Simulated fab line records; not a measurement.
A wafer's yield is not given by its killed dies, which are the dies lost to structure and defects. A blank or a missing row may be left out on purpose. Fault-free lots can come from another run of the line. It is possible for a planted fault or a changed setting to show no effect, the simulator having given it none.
fab line records    flow n5_finfet
record: lots: 6  wafers: 17  last_day: 16
route steps=1938 shown BEOL_M6@1204 PASSIVATION@1936
lots that met no fault: from a run of the same line without faults
start_h: the number of hours between the record's first day and the start of the first shown wafer of the lot    wait_h: hours from the lot's prior step to this one    " same as the row above    L1.1+2: one row covering several wafers at once    - either no value or no given start    * or withheld: withheld    < > ~ a bound
route shown NAME@n: NAME is a module with steps in the file, n the number in the route of the first one    usual: average and standard deviation across the fault-free wafers    same: alike in all rows    chamber/n: place in a boat    sites: each site's reading    _std_site: standard deviation of those values    _edge_site: inner sites' mean taken away from outer sites' mean    radius_mm: how far each site lies from the wafer's centre    mask NAME#n: copy n    behind: the most recent tool/chamber to have shaped the wafer    hold: reason for holding the lot/hours on hold/outcome of the hold    device: whichever transistor did not switch (one of n, p or np)    end of line: tests run on the same wafers once the route is complete    a step with no rows: only its recipe    killed: dies that structure and defects cost at the first sort, which is not the same as the wafer's yield    map: per-die view of a wafer (x killed, . not killed, _ where there is no die)
set.NAME: the setting that was run; set.NAME@STEP: the one run at that earlier step    model.NAME: the simulator's own value behind a step, which no gauge read
lots at some steps of the route; a table a step, a row a wafer
services: the hour from which a tool's chamber was out of use, counted from the record's first day as start_h (under 0 if before that day), plus the number of hours and why
== steps ==
step: N5_BEOL_M6_EXPOSE_08
recipe: mask_id: M6  na: 1.35  source_shape: dipole  sigma_inner: 0.817  sigma_outer: 0.97  polarization: te  dose_mj: 68.25
step: N5_BEOL_M6_PEB_09
recipe: peb_temp_c: withheld  peb_time_s: 60  resist: CAR-ArF
step: N5_BEOL_M6_DEVELOP_10
recipe: develop_time_s: 30  developer: TMAH  resist: CAR-ArF  rinse_liquid: diw  dry: air_spin  dev_temp_c: 23
step: N5_BEOL_M6_CD_MEAS_11
recipe: target_cd_nm: 38.5  landing_energy_ev: 500  detector: se_inlens  polarity: opening
usual: cd_nm: 38.6/0.65
lot.wafer  tool       chamber  start_h  wait_h  cd_nm
L213.4     cd_sem-02  0        231.54   -       38.6
L213.5     "          0        "        "       38.4
L215.1     cd_sem-02  0        238.12   -       38.5
L215.4     "          0        "        "       37.8
L215.5     "          0        "        "       37.6
L217.1     cd_sem-03  0        246.09   -       39.3
L217.4     "          0        "        "       38.5
L217.5     "          0        "        "       38.3
L218.1     cd_sem-02  0        259.77   -       38.7
L218.2     "          0        "        "       38.4
L218.4     "          0        "        "       38.7
L224.1     cd_sem-01  0        291.01   -       38.5
L224.5     "          0        "        "       38.1
L224.6     "          0        "        "       37.9
L227.1     cd_sem-03  0        310.45   -       38.3
L227.2     "          0        "        "       38.0
L227.3     "          0        "        "       38.4
step: N5_BEOL_M6_OVL_MEAS_12
recipe: points_per_wafer: 44
usual: M6_OVL: 0.2/0.75
lot.wafer  tool        chamber  start_h  wait_h  M6_OVL[nm]
L213.4     overlay-01  0        231.56   0.0     -0.5
L213.5     "           0        "        "       -0.1
L215.1     overlay-02  0        238.15   0.0     0.1
L215.4     "           0        "        "       -0.9
L215.5     "           0        "        "       1.6
L217.1     overlay-01  0        246.12   0.0     0.6
L217.4     "           0        "        "       0.3
L217.5     "           0        "        "       -0.1
L218.1     overlay-02  0        259.80   0.0     -1.3
L218.2     "           0        "        "       -0.4
L218.4     "           0        "        "       -0.6
L224.1     overlay-02  0        291.05   0.0     -0.4
L224.5     "           0        "        "       -0.2
L224.6     "           0        "        "       0.6
L227.1     overlay-01  0        310.48   0.0     1.4
L227.2     "           0        "        "       1.1
L227.3     "           0        "        "       1.2
step: N5_BEOL_M6_INSPECT_13
recipe: mode: adi  inspect_instrument: brightfield
usual: raw_defect_count: 393/89
lot.wafer  tool               chamber  start_h  wait_h  raw_defect_count
L213.4     defect_inspect-02  -        231.59   0.0     450
L213.5     "                  -        "        "       356
L215.1     defect_inspect-01  -        238.18   0.0     382
L215.4     "                  -        "        "       400
L215.5     "                  -        "        "       366
L217.1     defect_inspect-02  -        246.15   0.0     275
L217.4     "                  -        "        "       388
L217.5     "                  -        "        "       342
L218.1     defect_inspect-02  -        259.83   0.0     423
L218.2     "                  -        "        "       438
L218.4     "                  -        "        "       449
L224.1     defect_inspect-01  -        291.07   0.0     253
L224.5     "                  -        "        "       465
L224.6     "                  -        "        "       271
L227.1     defect_inspect-02  -        310.51   0.0     356
L227.2     "                  -        "        "       407
L227.3     "                  -        "        "       527
step: N5_BEOL_M6_DESCUM_16
recipe: chemistry: O2  time_s: 7.9  source_power_w: 50  bias_power_w: 20  pressure_mtorr: 20  rf_frequency_hz: 2.712e+07  temp_c: 40  resist: CAR-ArF  o2_flow_sccm: 225
usual: drypump_motor_current_A: 5.7/0.49  oes_product_au: 0.80/0.075  rf_vpp_V: 243.0/1.2  showerhead_plenum_p_Torr: 2.08/0.047  throttle_valve_pct: 20.50/0.24
lot.wafer  tool         chamber  start_h  wait_h  drypump_motor_current_A  oes_product_au  rf_hours_counter_h  rf_vpp_V  showerhead_plenum_p_Torr  throttle_valve_pct
L213.4     rie_diel-04  1        232.05   0.5     5.4                      0.85            71                  244.8     2.13                      20.49
L213.5     "            2        "        "       5.4                      0.88            -                   243.5     2.06                      20.24
L215.1     rie_diel-04  0        238.21   0.0     5.9                      0.77            145                 240.7     2.00                      20.29
L215.4     "            2        "        "       5.4                      0.88            37                  243.2     2.06                      20.29
L215.5     "            2        "        "       5.4                      0.89            -                   240.9     2.06                      20.27
L217.1     rie_diel-01  0        246.55   0.4     6.3                      0.75            161                 242.9     2.11                      20.55
L217.4     "            2        "        "       5.3                      0.74            157                 244.8     2.16                      20.41
L217.5     "            3        "        "       5.9                      0.78            -                   243.3     2.08                      20.47
L218.1     rie_diel-01  2        259.97   0.1     5.3                      0.73            162                 244.5     2.16                      20.42
L218.2     "            1        "        "       5.8                      0.66            250                 243.2     2.07                      21.24
L218.4     "            3        "        "       6.0                      0.77            124                 242.9     2.08                      20.47
L224.1     rie_diel-01  1        291.10   0.0     5.7                      1.00            1                   243.7     2.07                      20.77
L224.5     "            1        "        "       5.7                      1.00            -                   242.9     2.07                      20.78
L224.6     "            2        "        "       5.3                      0.72            -                   245.4     2.15                      20.45
L227.1     rie_diel-04  1        310.81   0.3     5.4                      0.82            103                 242.9     2.12                      20.54
L227.2     "            2        "        "       5.4                      0.86            59                  242.8     2.05                      20.31
L227.3     "            0        "        "       5.9                      0.75            173                 241.4     1.99                      20.34
step: N5_BEOL_M6_ETCH_61
recipe: chemistry: CF4  target: SiARC  target_depth_a: 455  mask_material: CAR-ArF  time_s: 75.8  ion_energy_ev: 80  pressure_mtorr: 40  source_w: 545  bias_w: 36  Ar_flow_sccm: 100  cf4_flow_sccm: 100  ends: cleared
usual: drypump_motor_current_A: 5.7/0.49  etch_rf_on_time_s: 76.4/1.9  oes_product_au: 0.68/0.062  rf_vpp_V: 183.9/1  showerhead_plenum_p_Torr: 2.14/0.053  throttle_valve_pct: 15.71/0.21
lot.wafer  tool         chamber  start_h  wait_h  drypump_motor_current_A  etch_rf_on_time_s  oes_product_au  rf_hours_counter_h  rf_vpp_V  showerhead_plenum_p_Torr  throttle_valve_pct
L213.4     rie_diel-04  1        232.08   0.0     5.4                      75.6               0.71            71                  184.0     2.17                      15.64
L213.5     "            2        "        "       5.3                      76.1               0.76            -                   183.0     2.09                      15.30
L215.1     rie_diel-04  0        238.25   0.0     5.9                      77.6               0.65            145                 185.0     2.05                      15.57
L215.4     "            2        "        "       5.4                      76.1               0.75            37                  182.6     2.09                      15.31
L215.5     "            2        "        "       5.3                      75.7               0.76            -                   184.2     2.09                      15.31
L217.1     rie_diel-01  0        246.58   0.0     6.3                      75.4               0.65            161                 185.5     2.17                      15.82
L217.4     "            2        "        "       5.3                      75.4               0.63            157                 184.8     2.23                      15.74
L217.5     "            3        "        "       6.0                      76.5               0.67            -                   183.8     2.17                      15.83
L218.1     rie_diel-01  2        260.01   0.0     5.3                      75.7               0.62            162                 185.6     2.22                      15.74
L218.2     "            1        "        "       5.7                      79.6               0.57            250                 184.0     2.09                      16.19
L218.4     "            3        "        "       6.0                      76.3               0.66            124                 183.0     2.17                      15.84
L224.1     rie_diel-01  1        291.14   0.0     5.7                      73.1               0.86            1                   183.4     2.09                      15.65
L224.5     "            1        "        "       5.7                      73.0               0.86            -                   183.1     2.09                      15.64
L224.6     "            2        "        "       5.3                      76.2               0.61            -                   185.2     2.22                      15.77
L227.1     rie_diel-04  1        310.84   0.0     5.4                      74.9               0.68            103                 185.3     2.16                      15.69
L227.2     "            2        "        "       5.3                      75.8               0.73            59                  185.1     2.08                      15.36
L227.3     "            0        "        "       5.9                      77.8               0.62            173                 182.1     2.04                      15.63
step: N5_BEOL_M6_ETCH_62
recipe: chemistry: N2/H2  target: SOC  target_depth_a: 1100  overetch_a: 220  mask_material: SiARC  temp_c: 40  time_s: 165  ion_energy_ev: 200  pressure_mtorr: 30  source_w: 840  bias_w: 150  n2_flow_sccm: 200  h2_flow_sccm: 200
usual: drypump_motor_current_A: 5.7/0.49  oes_product_au: 0.67/0.056  rf_vpp_V: 523.5/1.9  showerhead_plenum_p_Torr: 2.53/0.064  throttle_valve_pct: 17.97/0.3
lot.wafer  tool         chamber  start_h  wait_h  drypump_motor_current_A  oes_product_au  rf_hours_counter_h  rf_vpp_V  showerhead_plenum_p_Torr  throttle_valve_pct
L213.4     rie_diel-04  1        232.14   0.0     5.4                      0.69            72                  524.0     2.59                      17.88
L213.5     "            2        "        "       5.4                      0.75            -                   523.0     2.51                      17.73
L215.1     rie_diel-04  0        238.30   0.0     5.9                      0.65            145                 519.5     2.46                      18.01
L215.4     "            2        "        "       5.3                      0.75            37                  523.3     2.51                      17.74
L215.5     "            2        "        "       5.3                      0.75            -                   521.9     2.51                      17.75
L217.1     rie_diel-01  0        246.64   0.0     6.3                      0.65            161                 523.5     2.57                      18.02
L217.4     "            2        "        "       5.3                      0.62            157                 527.6     2.65                      18.01
L217.5     "            3        "        "       6.0                      0.67            -                   524.8     2.55                      17.91
L218.1     rie_diel-01  2        260.06   0.0     5.3                      0.62            162                 526.0     2.65                      18.01
L218.2     "            1        "        "       5.8                      0.57            250                 523.1     2.51                      18.67
L218.4     "            3        "        "       6.0                      0.66            124                 523.0     2.55                      17.91
L224.1     rie_diel-01  1        291.19   0.0     5.8                      0.83            1                   522.9     2.51                      18.16
L224.5     "            1        "        "       5.8                      0.82            -                   522.9     2.51                      18.17
L224.6     "            2        "        "       5.3                      0.62            -                   526.3     2.64                      18.03
L227.1     rie_diel-04  1        310.90   0.0     5.4                      0.68            103                 523.6     2.58                      17.91
L227.2     "            2        "        "       5.4                      0.72            59                  521.7     2.50                      17.77
L227.3     "            0        "        "       5.9                      0.62            173                 522.7     2.45                      18.06
step: N5_BEOL_M6_STRIP_68
recipe: chemistry: N2/H2  temp_c: 40  n2_flow_sccm: 200  h2_flow_sccm: 200  rf_frequency_hz: 6e+07
step: N5_BEOL_M6_STRIP_67
recipe: chemistry: CF4  resist: SiARC  power_w: 300  bias_power_w: 75  pressure_mtorr: 50  cf4_flow_sccm: 150  rf_frequency_hz: 6e+07
usual: drypump_motor_current_A: 5.7/0.49  oes_product_au: 0.79/0.066  rf_vpp_V: 270.9/1.3  showerhead_plenum_p_Torr: 1.78/0.039  throttle_valve_pct: 13.65/0.22
lot.wafer  tool         chamber  start_h  wait_h  drypump_motor_current_A  oes_product_au  rf_hours_counter_h  rf_vpp_V  showerhead_plenum_p_Torr  throttle_valve_pct
L213.4     rie_diel-04  1        232.28   0.0     5.4                      0.83            72                  272.4     1.80                      13.51
L213.5     "            2        "        "       5.4                      0.89            -                   270.8     1.74                      13.23
L215.1     rie_diel-04  0        238.45   0.0     5.9                      0.76            145                 269.4     1.73                      13.58
L215.4     "            2        "        "       5.4                      0.89            37                  270.2     1.74                      13.24
L215.5     "            2        "        "       5.4                      0.88            -                   269.7     1.74                      13.25
L217.1     rie_diel-01  0        246.78   0.0     6.3                      0.76            161                 270.0     1.82                      13.78
L217.4     "            2        "        "       5.3                      0.75            157                 273.6     1.84                      13.64
L217.5     "            3        "        "       6.0                      0.78            -                   272.1     1.81                      13.74
L218.1     rie_diel-01  2        260.21   0.0     5.3                      0.74            162                 273.3     1.84                      13.66
L218.2     "            1        "        "       5.7                      0.68            250                 270.4     1.74                      14.13
L218.4     "            3        "        "       6.0                      0.78            124                 272.3     1.81                      13.76
L224.1     rie_diel-01  1        291.34   0.0     5.7                      0.97            1                   271.2     1.74                      13.53
L224.5     "            1        "        "       5.7                      0.96            -                   270.7     1.74                      13.56
L224.6     "            2        "        "       5.3                      0.72            -                   272.4     1.84                      13.70
L227.1     rie_diel-04  1        311.04   0.0     5.4                      0.80            103                 270.1     1.79                      13.59
L227.2     "            2        "        "       5.4                      0.86            59                  268.5     1.73                      13.29
L227.3     "            0        "        "       5.9                      0.74            173                 268.4     1.72                      13.62
step: N5_BEOL_M6_HM_OPEN_17
recipe: chemistry: Cl2/BCl3  target_depth_a: 200  overetch_a: 60  target: TiN  mask_material: SOC  ion_energy_ev: 150  pressure_mtorr: 10  icp_w: 1000  bias_w: 126  Cl2_flow_sccm: 53.25  bcl3_flow_sccm: 21.75  Ar_flow_sccm: 25
usual: bcl3_flow_sccm: 21.74/0.065  drypump_motor_current_A: 5.88/0.25  oes_product_au: 0.67/0.061  throttle_valve_pct: 22.28/0.23
lot.wafer  tool          chamber  start_h  wait_h  bcl3_flow_sccm  drypump_motor_current_A  oes_product_au  rf_hours_counter_h  throttle_valve_pct
L213.4     rie_metal-01  1        232.36   0.1     21.77           6.00                     0.64            -                   22.12
L213.5     "             1        "        "       21.72           6.00                     0.65            -                   22.11
L215.1     rie_metal-03  0        238.49   0.0     21.86           5.78                     0.67            27                  22.26
L215.4     "             0        "        "       21.83           5.77                     0.68            -                   22.25
L215.5     "             0        "        "       21.76           5.77                     0.68            -                   22.25
L217.1     rie_metal-01  0        246.82   0.0     21.81           6.29                     0.72            21                  22.27
L217.4     "             1        "        "       21.69           5.99                     0.64            -                   22.12
L217.5     "             1        "        "       21.87           6.01                     0.64            -                   22.11
L218.1     rie_metal-01  1        260.25   0.0     21.87           6.01                     0.63            54                  22.15
L218.2     "             0        "        "       21.74           6.31                     0.70            22                  22.34
L218.4     "             1        "        "       21.85           6.01                     0.63            -                   22.13
L224.1     rie_metal-02  1        291.38   0.0     21.66           5.66                     0.79            3                   22.46
L224.5     "             1        "        "       21.76           5.65                     0.79            -                   22.46
L224.6     "             1        "        "       21.70           5.68                     0.78            -                   22.46
L227.1     rie_metal-03  1        311.09   0.0     21.67           5.58                     0.66            41                  22.23
L227.2     "             0        "        "       21.78           5.78                     0.66            35                  22.28
L227.3     "             1        "        "       21.72           5.58                     0.65            -                   22.27
step: N5_BEOL_M6_STRIP_19
recipe: chemistry: O2  power_w: 400  temp_c: 40  pressure_mtorr: 30  rf_frequency_hz: 6e+07  bias_power_w: 0  overash_fraction: 0.2  o2_flow_sccm: 225
usual: drypump_motor_current_A: 5.6/0.51  oes_product_au: 0.81/0.073  rf_vpp_V: 3.6/0.62  showerhead_plenum_p_Torr: 2.07/0.046  temp_c: 40.00/0.11  throttle_valve_pct: 16.71/0.25
lot.wafer  tool         chamber  start_h  wait_h  drypump_motor_current_A  oes_product_au  rf_hours_counter_h  rf_vpp_V  showerhead_plenum_p_Torr  temp_c  throttle_valve_pct
L213.4     rie_diel-04  1        232.47   0.1     5.5                      0.84            72                  2.9       2.14                      39.87   16.79
L213.5     "            2        "        "       5.4                      0.88            -                   2.8       2.07                      39.69   16.51
L215.1     rie_diel-01  3        238.60   0.1     6.0                      0.77            118                 4.8       2.09                      40.02   16.70
L215.4     "            0        "        "       6.3                      0.75            159                 3.9       2.11                      40.24   16.76
L215.5     "            2        "        "       5.3                      0.72            -                   3.2       2.16                      40.20   16.70
L217.1     rie_diel-01  1        247.05   0.2     5.7                      0.66            245                 3.6       2.08                      41.16   17.44
L217.4     "            2        "        "       5.3                      0.73            158                 2.9       2.16                      41.15   16.71
L217.5     "            0        "        "       6.3                      0.75            -                   3.3       2.11                      41.00   16.80
L218.1     rie_diel-01  3        260.41   0.1     6.0                      0.78            125                 4.1       2.08                      40.92   16.73
L218.2     "            0        "        "       6.3                      0.74            167                 4.0       2.11                      41.22   16.78
L218.4     "            0        "        "       6.3                      0.75            -                   3.4       2.11                      41.42   16.81
L224.1     rie_diel-04  1        291.71   0.3     5.4                      0.83            96                  4.3       2.13                      40.01   16.81
L224.5     "            2        "        "       5.3                      0.85            -                   3.7       2.06                      39.99   16.53
L224.6     "            1        "        "       5.4                      0.81            -                   2.4       2.13                      39.95   16.81
L227.1     rie_diel-05  3        311.21   0.1     4.9                      0.88            74                  4.7       2.03                      39.89   16.53
L227.2     "            0        "        "       5.1                      0.82            111                 3.3       2.02                      40.01   16.56
L227.3     "            2        "        "       6.7                      0.69            230                 4.3       2.05                      39.91   17.14
step: N5_BEOL_M6_CD_MEAS_18
recipe: pitch_nm: 80  target_cd_nm: 40
usual: cd_nm: 40.1/0.72
lot.wafer  tool       chamber  start_h  wait_h  cd_nm
L213.4     cd_sem-02  -        232.54   0.1     39.7
L213.5     "          -        "        "       39.5
L215.1     cd_sem-03  -        238.67   0.0     39.1
L215.4     "          -        "        "       39.3
L215.5     "          -        "        "       39.4
L217.1     cd_sem-01  -        247.12   0.0     40.7
L217.4     "          -        "        "       40.1
L217.5     "          -        "        "       40.2
L218.1     cd_sem-03  -        260.49   0.1     39.7
L218.2     "          -        "        "       39.6
L218.4     "          -        "        "       40.3
L224.1     cd_sem-02  -        291.78   0.0     40.8
L224.5     "          -        "        "       40.4
L224.6     "          -        "        "       38.7
L227.1     cd_sem-02  -        311.28   0.0     39.7
L227.2     "          -        "        "       39.3
L227.3     "          -        "        "       38.6
step: N5_PASSIVATION_PROBE_49
usual: defect_limited_yield: 91.2/1.4  killed_at_M0_to_M3: 32/9.3  killed_at_M4_up: 14/4.9  killed_at_contacts: 15/7.5  killed_at_front_end: 40/11  killed_at_other: 4/3.3  killed_dies: 104/17  killed_open: 68/14  killed_short: 33/7.9  sort_bin_5_function: 5.2/0.99  sort_bin_6_memory: 3.2/0.65  sort_bin_8_speed: 0.03/0.19  sort_n_pass: 1076/17  sort_yield_pct: 91.1/1.5
same: gross_dies: 1180  killed_at_back_side: 0  sort_bin_4_leakage[%]: 0
lot.wafer  tool       chamber  start_h  wait_h  defect_limited_yield[%]  killed_at_M0_to_M3  killed_at_M4_up  killed_at_contacts  killed_at_front_end  killed_at_other  killed_dies  killed_open  killed_short  sort_bin_5_function[%]  sort_bin_6_memory[%]  sort_bin_8_speed[%]  sort_n_pass  sort_yield_pct[%]
L218.1     prober-02  -        346.06   0.0     89.2                     27                  16               20                  54                   10               127          83           41            6.3                     3.9                   0                    1053         89.2
L218.2     prober-02  -        346.11   0.1     89.0                     49                  12               30                  33                   6                130          97           32            6.0                     4.6                   0                    1050         89.0
L218.4     prober-02  -        346.21   0.2     86.0                     47                  25               23                  66                   4                165          107          44            6.9                     5.3                   0                    1015         86.0
L227.1     prober-01  -        393.53   0.0     93.5                     34                  14               4                   24                   1                77           56           20            4.0                     2.5                   0                    1103         93.5
L227.2     prober-01  -        393.58   0.1     93.6                     29                  20               6                   21                   0                76           51           25            2.7                     3.4                   0                    1104         93.6
L227.3     prober-01  -        393.63   0.1     92.5                     33                  15               15                  24                   2                89           61           28            4.4                     2.9                   0                    1091         92.5
killed by level:class
L218.1 MOL_CONTACT_COAG:geometric_particle:open=16 FIN_SAQP:geometric_particle:open=10 STI_FIN_REVEAL:geometric_particle:open=10 BEOL_M4:geometric_particle:open=10 GATE_CUT:geometric_particle:short=9 STI_FIN_REVEAL:geometric_particle:short=7 BEOL_M0_SAQP:geometric_particle:open=6 BEOL_M2:geometric_particle:open=5
L218.2 MOL_CONTACT_COAG:geometric_particle:open=26 STI_FIN_REVEAL:geometric_particle:open=17 BEOL_M0_SAQP:geometric_particle:open=14 BEOL_M0:geometric_particle:open=8 BEOL_M0_SAQP:geometric_particle:short=7 GATE_CUT:geometric_particle:open=5 BEOL_M2:geometric_particle:short=5 BEOL_M3:geometric_particle:open=5
L218.4 MOL_CONTACT_COAG:geometric_particle:open=17 HKMG_FIN:area_etch=14 BEOL_M3:geometric_particle:open=13 BEOL_M4:geometric_particle:open=12 STI_FIN_REVEAL:geometric_particle:open=11 BEOL_M2:geometric_particle:open=10 FIN_SAQP:geometric_particle:open=7 BEOL_M0_SAQP:geometric_particle:short=7
L227.1 BEOL_M1:geometric_particle:open=7 BEOL_M2:geometric_particle:open=7 BEOL_M4:geometric_particle:open=6 STI_FIN_REVEAL:geometric_particle:open=6 MOL_CONTACT_COAG:geometric_particle:open=4 BEOL_M0_SAQP:geometric_particle:open=4 BEOL_M0:geometric_particle:open=4 BEOL_M5:geometric_particle:open=4
L227.2 BEOL_M4:geometric_particle:open=9 BEOL_M0_SAQP:geometric_particle:open=7 BEOL_M1:geometric_particle:open=7 DUMMY_GATE:geometric_particle:open=5 STI_FIN_REVEAL:geometric_particle:open=4 MOL_CONTACT_COAG:geometric_particle:short=4 BEOL_M0_SAQP:geometric_particle:short=4 BEOL_M5:geometric_particle:open=4
L227.3 STI_FIN_REVEAL:geometric_particle:open=11 MOL_CONTACT_COAG:geometric_particle:open=10 BEOL_M1:geometric_particle:open=8 BEOL_M0_SAQP:geometric_particle:short=7 BEOL_M4:geometric_particle:open=6 MOL_CONTACT_COAG:geometric_particle:short=5 BEOL_M0_SAQP:geometric_particle:open=5 BEOL_M5:geometric_particle:open=5
== services ==
tool          chamber  start_h  hours  kind
rie_diel-05   1        230.89   5.4    repair
rie_diel-04   2        242.38   12.5   repair
rie_metal-02  1        252.48   -      clean
rie_metal-02  1        252.48   16.5   scheduled_down
rie_metal-02  1        252.48   16.5   vent_cycle
rie_diel-01   1        260.23   -      clean
rie_diel-01   1        260.23   -      consumable_replace:esc
rie_diel-01   1        260.23   -      consumable_replace:focus_ring
rie_diel-01   1        260.23   28.3   scheduled_down
rie_diel-01   1        260.23   28.3   vent_cycle
rie_metal-02  0        288.25   18.7   repair
rie_diel-05   2        298.44   8.7    repair
== key ==
first_sign: step: N5_BEOL_M6_STRIP_19  reading: temp_c  direction: up  sigmas: 10  usual: *  struck: *
effect none on later readings
met_at N5_BEOL_M6_STRIP_19
struck_wafers L217.1,L217.4,L217.5,L218.1,L218.2,L218.4
baseline_loss: step: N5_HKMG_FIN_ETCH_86  wafers: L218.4
onset_between 238.60 247.05
fault: kind: process_parameter_drift  tool: rie_diel-01  chamber: -  onset_h: 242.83  steps: N5_BEOL_M6_STRIP_19  channel: temp_c  offset: *  shape: step  end_h: 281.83  acts_in: *  stated: *
baseline_loss: these wafers lose ten dies or more at that step, a loss of the line's own and not of a fault; the sort's usual values leave them out
